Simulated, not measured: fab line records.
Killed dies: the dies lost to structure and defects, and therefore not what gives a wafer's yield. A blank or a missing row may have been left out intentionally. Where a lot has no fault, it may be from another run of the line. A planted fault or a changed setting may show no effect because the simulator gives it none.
Split-lot study / flow n5-finfet / on a route of 1938 steps: 7 lots, 21 wafers read

== ON THE SPLIT ==
At N5_DUMMY_GATE_CVD_03 (deposits a-Si from SiH4, target thk 150 nm, time 8042 s), the setting temp-c was moved away from the recipe's 530 C on 12 of the 21 wafers read, by -3.0% to +3.6%. This setting was run at the recipe's value on the other wafers.

The reading is taken at the split's own step.

== THE READING ==
a-Si_of_DUMMY_GATE_CVD_03.thk-nm (the simulator's own value, which no gauge read), in nm, at N5_DUMMY_GATE_CVD_03 (deposits a-Si from SiH4, target thk 150 nm, time 8042 s). The file does not state a usual value for it. Across the 9 wafers here that went through the recipe, the average is 149.4 nm and the standard deviation 0.76 nm.

wafer=L074.1; tool, chamber at the split=-, -; temp-c as run, C=530; against the recipe=recipe; a-Si_of_DUMMY_GATE_CVD_03.thk-nm, nm=150.8; against lot-mates on the recipe=-
wafer=L074.3; tool, chamber at the split=-, -; temp-c as run, C=530; against the recipe=recipe; a-Si_of_DUMMY_GATE_CVD_03.thk-nm, nm=149.6; against lot-mates on the recipe=-
wafer=L074.5; tool, chamber at the split=-, -; temp-c as run, C=530; against the recipe=recipe; a-Si_of_DUMMY_GATE_CVD_03.thk-nm, nm=149.6; against lot-mates on the recipe=-
wafer=L078.3; tool, chamber at the split=-, -; temp-c as run, C=530; against the recipe=recipe; a-Si_of_DUMMY_GATE_CVD_03.thk-nm, nm=149.6; against lot-mates on the recipe=-
wafer=L078.4; tool, chamber at the split=-, -; temp-c as run, C=530; against the recipe=recipe; a-Si_of_DUMMY_GATE_CVD_03.thk-nm, nm=149.8; against lot-mates on the recipe=-
wafer=L078.5; tool, chamber at the split=-, -; temp-c as run, C=530; against the recipe=recipe; a-Si_of_DUMMY_GATE_CVD_03.thk-nm, nm=149; against lot-mates on the recipe=-
wafer=L079.1; tool, chamber at the split=lpcvd-02, 1/65,1/79; temp-c as run, C=530; against the recipe=recipe; a-Si_of_DUMMY_GATE_CVD_03.thk-nm, nm=148.2; against lot-mates on the recipe=-
wafer=L079.4; tool, chamber at the split=lpcvd-02, 1/65,1/79; temp-c as run, C=530; against the recipe=recipe; a-Si_of_DUMMY_GATE_CVD_03.thk-nm, nm=148.2; against lot-mates on the recipe=-
wafer=L079.5; tool, chamber at the split=lpcvd-02, 1/84; temp-c as run, C=530; against the recipe=recipe; a-Si_of_DUMMY_GATE_CVD_03.thk-nm, nm=149.4; against lot-mates on the recipe=-
wafer=L086.3; tool, chamber at the split=-, -; temp-c as run, C=514.2; against the recipe=-3.0%; a-Si_of_DUMMY_GATE_CVD_03.thk-nm, nm=94; against lot-mates on the recipe=no lot-mate on the recipe
wafer=L086.4; tool, chamber at the split=-, -; temp-c as run, C=514.2; against the recipe=-3.0%; a-Si_of_DUMMY_GATE_CVD_03.thk-nm, nm=93.8; against lot-mates on the recipe=no lot-mate on the recipe
wafer=L086.6; tool, chamber at the split=-, -; temp-c as run, C=514.2; against the recipe=-3.0%; a-Si_of_DUMMY_GATE_CVD_03.thk-nm, nm=94.2; against lot-mates on the recipe=no lot-mate on the recipe
wafer=L090.1; tool, chamber at the split=-, -; temp-c as run, C=548; against the recipe=+3.4%; a-Si_of_DUMMY_GATE_CVD_03.thk-nm, nm=247.2; against lot-mates on the recipe=no lot-mate on the recipe
wafer=L090.5; tool, chamber at the split=-, -; temp-c as run, C=548; against the recipe=+3.4%; a-Si_of_DUMMY_GATE_CVD_03.thk-nm, nm=247; against lot-mates on the recipe=no lot-mate on the recipe
wafer=L090.6; tool, chamber at the split=-, -; temp-c as run, C=548; against the recipe=+3.4%; a-Si_of_DUMMY_GATE_CVD_03.thk-nm, nm=245.8; against lot-mates on the recipe=no lot-mate on the recipe
wafer=L091.1; tool, chamber at the split=-, -; temp-c as run, C=538.8; against the recipe=+1.7%; a-Si_of_DUMMY_GATE_CVD_03.thk-nm, nm=192.2; against lot-mates on the recipe=no lot-mate on the recipe
wafer=L091.5; tool, chamber at the split=-, -; temp-c as run, C=538.8; against the recipe=+1.7%; a-Si_of_DUMMY_GATE_CVD_03.thk-nm, nm=192.2; against lot-mates on the recipe=no lot-mate on the recipe
wafer=L091.3; tool, chamber at the split=-, -; temp-c as run, C=538.8; against the recipe=+1.7%; a-Si_of_DUMMY_GATE_CVD_03.thk-nm, nm=192.6; against lot-mates on the recipe=no lot-mate on the recipe
wafer=L094.1; tool, chamber at the split=-, -; temp-c as run, C=549.2; against the recipe=+3.6%; a-Si_of_DUMMY_GATE_CVD_03.thk-nm, nm=254.2; against lot-mates on the recipe=no lot-mate on the recipe
wafer=L094.3; tool, chamber at the split=-, -; temp-c as run, C=549.2; against the recipe=+3.6%; a-Si_of_DUMMY_GATE_CVD_03.thk-nm, nm=253.6; against lot-mates on the recipe=no lot-mate on the recipe
wafer=L094.6; tool, chamber at the split=-, -; temp-c as run, C=549.2; against the recipe=+3.6%; a-Si_of_DUMMY_GATE_CVD_03.thk-nm, nm=253.4; against lot-mates on the recipe=no lot-mate on the recipe
Where a row lists several chambers, the file gives one row for several wafers and doesn't say which wafer went through which chamber.

FIT RESULTS
A straight line over all 21 wafers: a-Si_of_DUMMY_GATE_CVD_03.thk-nm changes by +25 nm for each +1% of temp-c; r = +0.99; the points scatter about the line by 8 nm.
Too few moved wafers with a lot-mate on the recipe to fit a line net of each lot's own level.

== THE FILE'S OWN FIT ==
a-Si_of_DUMMY_GATE_CVD_03.thk-nm changes by +25 nm for each +1% of temp-c, r = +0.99.
